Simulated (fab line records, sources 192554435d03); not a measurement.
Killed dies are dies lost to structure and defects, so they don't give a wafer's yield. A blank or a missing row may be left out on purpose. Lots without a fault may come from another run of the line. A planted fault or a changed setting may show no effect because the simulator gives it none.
Problem report in the 8D (eight disciplines) form, filled by code | flow n5_finfet | the parts of the form that need people (team, actions taken, sign-off) are left out

1. THE PROBLEM
barrier_field_endpoint_s at N5_BEOL_M7_CMP_52 reads a mean of 16.8 s on 1 wafer of 1 lot; wafers without a fault read 28.9 s with a standard deviation of 0.62. That is -20 standard deviations from the usual mean.
The step: polishes, stops on SiCOH lowk, t overpolish 6.9 s, target thk 80 nm.
First seen on wafer L714.3, day 14 06:25, on cmp-03. The record holds 29 wafers of 10 lots with a number at this step. Rule for "out", or "out of limits": more than 4 standard deviations from the usual mean. The other wafers with a number count as sound.

2. WHAT IT IS AND WHAT IT IS NOT
question                    | is                                           | is not
which readings at this step | barrier_field_endpoint_s, time_to_endpoint_s | clearing_platen_down_force_psi, motor_current_A, overpolish_run_s, platen_rpm
which lots                  | L714                                         | L696, L697, L698, L699, L700, L705, L707, L708, L719
which wafers of those lots  | L714.3                                       | L714.2
read on which tools         | cmp-03                                       | cmp-01, cmp-04
when                        | from day 14 06:25                            | up to then (25 sound wafers); but 3 sound wafers of L719 came after

3. SUSPECTS, AND WHAT RULES EACH OUT
Counting: a tool at a process step up to the reading stays a suspect if it ran every lot that is out. Sound lots after the first of them don't rule it out here, since some wafers of a struck lot are sound.
- rie_diel-06 at N5_BEOL_M7_ETCH_41 (etches SiCN in CH3F/O2, target depth 31.9 nm, time 57.8 s): kept. It ran the lot that is out, L714 (day 14 04:30); its last sound lot up to then is L707 (day 13 00:14). N5_BEOL_M7_ETCH_41 gives no start for some lots, so the hours and the order of its lots are those of N5_BEOL_M7_ALD_77.
- ald_metal-03 at N5_BEOL_M7_ALD_77 (deposits TaN, target thk 2 nm, pulse time 2 s, purge time 3 s): kept. It ran the lot that is out, L714 (day 14 04:30); its last sound lot up to then is L700 (day 10 20:20).
- cmp-03 at N5_BEOL_M7_CMP_52 (polishes, stops on SiCOH lowk, t overpolish 6.9 s, target thk 80 nm): kept. It ran the lot that is out, L714 (day 14 06:25); its last sound lot up to then is L708 (day 13 02:13). Its own readings are out on those wafers: barrier_field_endpoint_s, time_to_endpoint_s.
- Within rie_diel-06 at N5_BEOL_M7_ETCH_41: the wafers that are out ran in chamber 1; their sound lot-mates ran in chamber 0.
- Within ald_metal-03 at N5_BEOL_M7_ALD_77: the wafers that are out ran in chamber 0; their sound lot-mates ran in chamber 1.
- Within cmp-03 at N5_BEOL_M7_CMP_52: the wafers that are out ran in chamber 0; their sound lot-mates ran in chamber 2.
Left after counting: rie_diel-06 at N5_BEOL_M7_ETCH_41, ald_metal-03 at N5_BEOL_M7_ALD_77, cmp-03 at N5_BEOL_M7_CMP_52.

4. THE CAUSE (what the simulator had put in)
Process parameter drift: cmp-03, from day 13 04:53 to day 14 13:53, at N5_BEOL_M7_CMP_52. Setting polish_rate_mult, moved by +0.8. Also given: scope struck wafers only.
Counting left 3 suspects, and this tool is among them.

5. THE CHAIN OF EFFECTS, in route order
Each row: a reading whose mean over the struck wafers that have a number lies more than 3 standard deviations from the usual. Only readings for which the record gives a usual standard deviation are gone through. hours: the time from each lot's start at the first step in this table that gives one to its start at this step, as a median over the lots. sigmas: the change in usual standard deviations.
hours | step              | reading                  | usual  | on struck wafers | change | sigmas
0     | N5_BEOL_M7_CMP_52 | barrier_field_endpoint_s | 28.9 s | 16.8             | -12.1  | -20
0     | N5_BEOL_M7_CMP_52 | time_to_endpoint_s       | 62.9 s | 35.9             | -27.0  | -13
The process steps in it:
- N5_BEOL_M7_CMP_52: polishes, stops on SiCOH lowk, t overpolish 6.9 s, target thk 80 nm.
Later measuring or inspecting steps at which every struck wafer that the step has a row for has a number for every such reading, and none has moved that far: N5_BEOL_M8_THK_MEAS_01.

6. WHAT WOULD HAVE CAUGHT IT SOONER
In this record the first reading out of limits was taken at day 14 06:25, 26 hours after the fault began at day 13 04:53.
